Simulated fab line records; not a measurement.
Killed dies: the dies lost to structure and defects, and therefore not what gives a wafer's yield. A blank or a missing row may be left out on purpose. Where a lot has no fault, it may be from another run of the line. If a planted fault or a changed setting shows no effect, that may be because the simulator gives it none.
8D (eight disciplines) problem report, filled in by code :: flow n5 finfet :: the parts of the form that need people (team, actions taken, sign-off) are left out

## 1. WHAT IS WRONG
Mean of etch rf on time s at N5_BEOL_M11_ETCH_65: 47.4 s across 2 wafers in 2 lots; on wafers with no fault it is 65.1 s (standard deviation 1.7). Measured from the usual mean, that is -10 standard deviations.
The step: etches SiARC in CF4, target depth 39 nm, time 65 s.
Earliest sighting: wafer L224.4 on rie diel-01 at day 12 13:41. The record holds 33 wafers of 11 lots with a number at this step. By rule, "out" or "out of limits" means more than 4 standard deviations away from the usual mean. Any other wafer with a number is counted as sound.

## 2. WHAT IT IS; WHAT IT IS NOT
question: which readings at this step
is: etch rf on time s
is not: drypump motor current A, rf vpp V, showerhead plenum p Torr, throttle valve pct

question: which lots
is: L224, L225
is not: L215, L216, L219, L220, L222, L227, L233, L235, L237

question: which wafers of those lots
is: L224.4, L225.4
is not: L224.3, L224.5, L225.3, L225.6

question: read on which tools
is: rie diel-01
is not: rie diel-03, rie diel-04

question: when
is: from day 12 13:41
is not: up to then (17 sound wafers); but 14 sound wafers of L225, L227, L233, L235, L237 came after

## 3. SUSPECTS, AND WHAT RULES EACH OUT
Counting: a tool at a process step up to the reading stays a suspect if it ran every lot that is out. Sound lots after the first of them don't rule it out here, since some wafers of a struck lot are sound.
- rie diel-01 at N5_BEOL_M11_ETCH_65 (etches SiARC in CF4, target depth 39 nm, time 65 s): kept. It ran every lot that is out, first L224 (day 12 13:41); its last sound lot up to then is L222 (day 11 22:34). Out on those wafers are its own readings of etch rf on time s.
The count leaves rie diel-01 at N5_BEOL_M11_ETCH_65.

## 4. THE CAUSE (what the simulator had put in)
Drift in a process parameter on rie diel-01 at N5_BEOL_M11_ETCH_65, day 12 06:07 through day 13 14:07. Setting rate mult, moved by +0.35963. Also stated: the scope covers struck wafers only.
Counting left only this tool.

## 5. SEQUENCE OF EFFECTS, ordered by route
One row per reading whose mean, taken over the struck wafers that have a number, lies over 3 standard deviations from the usual. Readings are gone through only where the record gives a usual standard deviation; hours: the median, over the lots, of the time from a lot's start at the first step in this table giving one to that lot's start at this step; sigmas: the change measured in usual standard deviations.
hours: 0
step: N5_BEOL_M11_ETCH_65
reading: etch rf on time s
usual: 65.1 s
on struck wafers: 47.4
change: -17.7
sigmas: -10
Its process steps:
- N5_BEOL_M11_ETCH_65: etches SiARC in CF4, target depth 39 nm, time 65 s.

## 6. WHAT WOULD HAVE CAUGHT IT SOONER
In this record the first reading out of limits was taken at day 12 13:41, 8 hours after the fault began at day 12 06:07.
